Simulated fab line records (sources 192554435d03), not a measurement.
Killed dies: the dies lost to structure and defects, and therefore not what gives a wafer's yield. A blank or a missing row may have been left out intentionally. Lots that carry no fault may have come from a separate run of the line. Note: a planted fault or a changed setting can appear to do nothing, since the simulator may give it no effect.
What tool caused it? :: flow n5 finfet :: route of 1938 steps, sampled at 1 step: 10 lots, 30 wafers

## WHAT THE GAUGES READ, wafer by wafer
N5_BEOL_M4_RC_MEAS_101.
lot: L850
measured: day 9 03:32
on: prober-02
DIBL_N (mV/V): 37.5 40.4 37.1
DIBL_P (mV/V): 38.3 42.5 38.5
IOFF_N (nA/um): 0.17 0.24 0.16
IOFF_P (nA/um): 0.21 0.28 0.21
ION_N (uA/um): 668 691 678
ION_P (uA/um): 460 463 461
SS_N (mV/dec): 71.6 72.7 72.3
SS_P (mV/dec): 73.6 75.5 73.6
VT_N (mV): 250 242 250
VT_P (mV): -252 -248 -251

lot: L853
measured: day 9 08:10
on: prober-01
DIBL_N (mV/V): 36.3 35.7 37.0
DIBL_P (mV/V): 36.9 35.5 37.6
IOFF_N (nA/um): 0.17 0.14 0.17
IOFF_P (nA/um): 0.23 0.21 0.25
ION_N (uA/um): 685 662 676
ION_P (uA/um): 471 460 467
SS_N (mV/dec): 71.0 71.5 71.1
SS_P (mV/dec): 73.6 73.7 72.9
VT_N (mV): 245 250 248
VT_P (mV): -246 -250 -246

lot: L854
measured: day 9 20:14
on: prober-01
DIBL_N (mV/V): 37.3 37.0 39.7
DIBL_P (mV/V): 36.5 36.0 37.1
IOFF_N (nA/um): 0.18 0.16 0.23
IOFF_P (nA/um): 0.22 0.20 0.23
ION_N (uA/um): 679 680 675
ION_P (uA/um): 461 460 452
SS_N (mV/dec): 71.7 71.1 72.8
SS_P (mV/dec): 73.2 72.8 73.7
VT_N (mV): 246 250 244
VT_P (mV): -251 -249 -251

lot: L857
measured: day 10 15:55
on: prober-01
DIBL_N (mV/V): 36.1 34.8 35.1
DIBL_P (mV/V): 35.3 34.0 34.4
IOFF_N (nA/um): 0.15 0.13 0.14
IOFF_P (nA/um): 0.22 0.19 0.19
ION_N (uA/um): 668 656 665
ION_P (uA/um): 466 457 459
SS_N (mV/dec): 71.4 70.9 71.9
SS_P (mV/dec): 72.6 71.8 72.7
VT_N (mV): 250 253 252
VT_P (mV): -246 -252 -249

lot: L858
measured: day 11 00:52
on: prober-01
DIBL_N (mV/V): 37.7 34.9 36.2
DIBL_P (mV/V): 38.5 36.7 37.5
IOFF_N (nA/um): 0.19 0.14 0.16
IOFF_P (nA/um): 0.26 0.21 0.23
ION_N (uA/um): 688 677 677
ION_P (uA/um): 475 466 461
SS_N (mV/dec): 72.3 70.8 72.2
SS_P (mV/dec): 73.5 73.7 72.3
VT_N (mV): 248 253 248
VT_P (mV): -245 -249 -246

lot: L859
measured: day 11 09:40
on: prober-02
DIBL_N (mV/V): 34.9 35.7 36.9
DIBL_P (mV/V): 35.1 34.9 37.2
IOFF_N (nA/um): 0.13 0.14 0.17
IOFF_P (nA/um): 0.16 0.16 0.19
ION_N (uA/um): 673 672 686
ION_P (uA/um): 455 454 459
SS_N (mV/dec): 70.6 71.3 71.6
SS_P (mV/dec): 73.0 73.2 74.1
VT_N (mV): 251 253 250
VT_P (mV): -256 -256 -251

lot: L861
measured: day 11 17:23
on: prober-01
DIBL_N (mV/V): 37.3 37.9 37.8
DIBL_P (mV/V): 36.8 35.9 35.7
IOFF_N (nA/um): 0.18 0.20 0.18
IOFF_P (nA/um): 0.24 0.23 0.22
ION_N (uA/um): 676 685 681
ION_P (uA/um): 465 468 466
SS_N (mV/dec): 71.6 71.9 71.8
SS_P (mV/dec): 73.5 73.4 72.5
VT_N (mV): 246 246 247
VT_P (mV): -248 -250 -250

lot: L863
measured: day 12 06:56
on: prober-02
DIBL_N (mV/V): 38.5 35.0 32.8
DIBL_P (mV/V): 38.0 34.8 32.0
IOFF_N (nA/um): 0.19 0.13 0.11
IOFF_P (nA/um): 0.24 0.20 0.16
ION_N (uA/um): 676 654 660
ION_P (uA/um): 466 458 455
SS_N (mV/dec): 71.9 71.2 70.6
SS_P (mV/dec): 73.7 72.8 72.6
VT_N (mV): 248 252 253
VT_P (mV): -249 -252 -255

lot: L866
measured: day 13 01:27
on: prober-01
DIBL_N (mV/V): 35.4 37.0 35.2
DIBL_P (mV/V): 37.3 37.7 37.1
IOFF_N (nA/um): 0.16 0.17 0.15
IOFF_P (nA/um): 0.21 0.22 0.21
ION_N (uA/um): 681 682 682
ION_P (uA/um): 464 465 461
SS_N (mV/dec): 71.1 70.8 71.0
SS_P (mV/dec): 73.6 73.7 73.0
VT_N (mV): 248 248 250
VT_P (mV): -250 -249 -249

lot: L869
measured: day 14 00:20
on: prober-01
DIBL_N (mV/V): 39.1 37.7 39.5
DIBL_P (mV/V): 38.5 37.1 39.5
IOFF_N (nA/um): 0.18 0.16 0.19
IOFF_P (nA/um): 0.23 0.22 0.26
ION_N (uA/um): 663 659 681
ION_P (uA/um): 460 458 467
SS_N (mV/dec): 71.9 72.1 72.8
SS_P (mV/dec): 74.1 73.7 73.8
VT_N (mV): 251 252 251
VT_P (mV): -249 -248 -247

## WHAT TOOL EACH LOT RAN ON (gives the tool, then ch and the chambers of the sampled wafers, and finally the start)
Record: no process step prior to these readings.

## WHAT THE TOOLS THEMSELVES READ (means of the sampled wafers that have a number; where no wafer has one, the mark that the record gives instead)
The record holds no such reading with a usual standard deviation.

## THE ANSWER, worked out from the rows above alone
Rule: usual is defined by the lots themselves. The widest of any qualifying gaps counts: lots, ordered by their means at a reading, are off when they make up no more than a third of the lots, leave a main group of 4 or more, and stand apart from it by 3 or more times the standard deviation of that group's means. A main group is skipped when, at the precision printed for the reading in the tables above, its means are all equal. A lot without any number at a reading at which 4 lots or more have one is off too. Any other lot the step has rows for is counted as sound. First the gauges in route order, then the tools' own readings, where a lot's mean is used as printed above. At the first step where some lot is off, the reading lying furthest off is the one used; lots without a number count as furthest.
No lot is off on any of the readings shown, so nothing can be concluded from this.

## WHAT THE SIMULATOR HAD INSERTED
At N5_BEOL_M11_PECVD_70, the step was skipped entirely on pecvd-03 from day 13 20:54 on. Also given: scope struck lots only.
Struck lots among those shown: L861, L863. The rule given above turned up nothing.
